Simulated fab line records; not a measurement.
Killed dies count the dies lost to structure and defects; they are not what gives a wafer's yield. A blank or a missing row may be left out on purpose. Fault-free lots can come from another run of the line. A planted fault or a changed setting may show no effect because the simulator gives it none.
Matching of chambers + flow n5 finfet + 3 sister chambers for N5_BEOL_M0_SAQP_ILD_DEP_01 on pecvd-04
The step deposits SiOC from DEMS/O2, target thk 45.419 nm, time 8.7 s. 14 wafers are shown with their chamber, then 7 later ones without.

WAFERS, EACH WITH ITS CHAMBER
| wafer  | chamber | throttle valve pct (%) | heater power w (W) | showerhead plenum p Torr (Torr) |
|--------|---------|------------------------|--------------------|---------------------------------|
| L077.4 | 1       | 12.3                   | 395                | 5.710                           |
| L077.5 | 2       | 11.5                   | 520                | 5.685                           |
| L077.6 | 0       | 12.0                   | 524                | 5.711                           |
| L078.1 | 1       | 12.1                   | 396                | 5.708                           |
| L078.3 | 0       | 12.0                   | 611                | 5.698                           |
| L078.4 | 1       | 12.4                   | 406                | 5.699                           |
| L080.2 | 0       | 11.9                   | 563                | 5.710                           |
| L080.3 | 1       | 12.2                   | 458                | 5.703                           |
| L080.6 | 2       | 11.4                   | 484                | 5.696                           |
| L085.1 | 1       | 12.1                   | 414                | 5.694                           |
| L085.2 | 2       | 11.6                   | 500                | 5.688                           |
| L085.3 | 0       | 12.2                   | 575                | 5.705                           |
| L088.2 | 0       | 12.1                   | 614                | 5.687                           |
| L088.3 | 1       | 12.3                   | 414                | 5.710                           |

SIGNATURES (averages over the wafers above)
| reading                  | chamber 0 | chamber 1 | chamber 2 | scatter within a chamber |
|--------------------------|-----------|-----------|-----------|--------------------------|
| throttle valve pct       | 12.040    | 12.233    | 11.500    | 0.115                    |
| heater power w           | 577.40    | 413.83    | 501.33    | 28.4                     |
| showerhead plenum p Torr | 5.70220   | 5.70400   | 5.68967   | 0.00782                  |
Rule: a wafer's distance from a chamber is the root of the sum, over the readings, of the square of ((its reading less the chamber's mean) divided by the reading's scatter). The wafer belongs to the nearest chamber; if the next one is less than 2 further off, it can't be placed. The scatter: take each reading less its chamber's mean, square it, sum over the shown wafers, divide by the number of wafers less the number of chambers, and take the root.

WAFERS WITH NO CHAMBER GIVEN
| wafer  | throttle valve pct (%) | heater power w (W) | showerhead plenum p Torr (Torr) |
|--------|------------------------|--------------------|---------------------------------|
| L088.5 | 11.5                   | 454                | 5.681                           |
| L092.2 | 11.7                   | 508                | 5.688                           |
| L092.5 | 11.8                   | 504                | 5.689                           |
| L092.6 | 12.4                   | 368                | 5.721                           |
| L094.1 | 11.8                   | 469                | 5.673                           |
| L094.2 | 12.1                   | 582                | 5.703                           |
| L094.3 | 12.2                   | 439                | 5.706                           |

WHICH CHAMBER EACH ONE RAN IN
| wafer  | from the rows above     | in truth |
|--------|-------------------------|----------|
| L088.5 | 2                       | 2        |
| L092.2 | 2                       | 2        |
| L092.5 | can't be placed: 2 or 0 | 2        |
| L092.6 | 1                       | 1        |
| L094.1 | 2                       | 2        |
| L094.2 | 0                       | 0        |
| L094.3 | 1                       | 1        |
Correctly placed: 6 of 7. From these rows, 1 cannot be placed; in 1 the true chamber is one of the candidates. 0 placed wrongly.
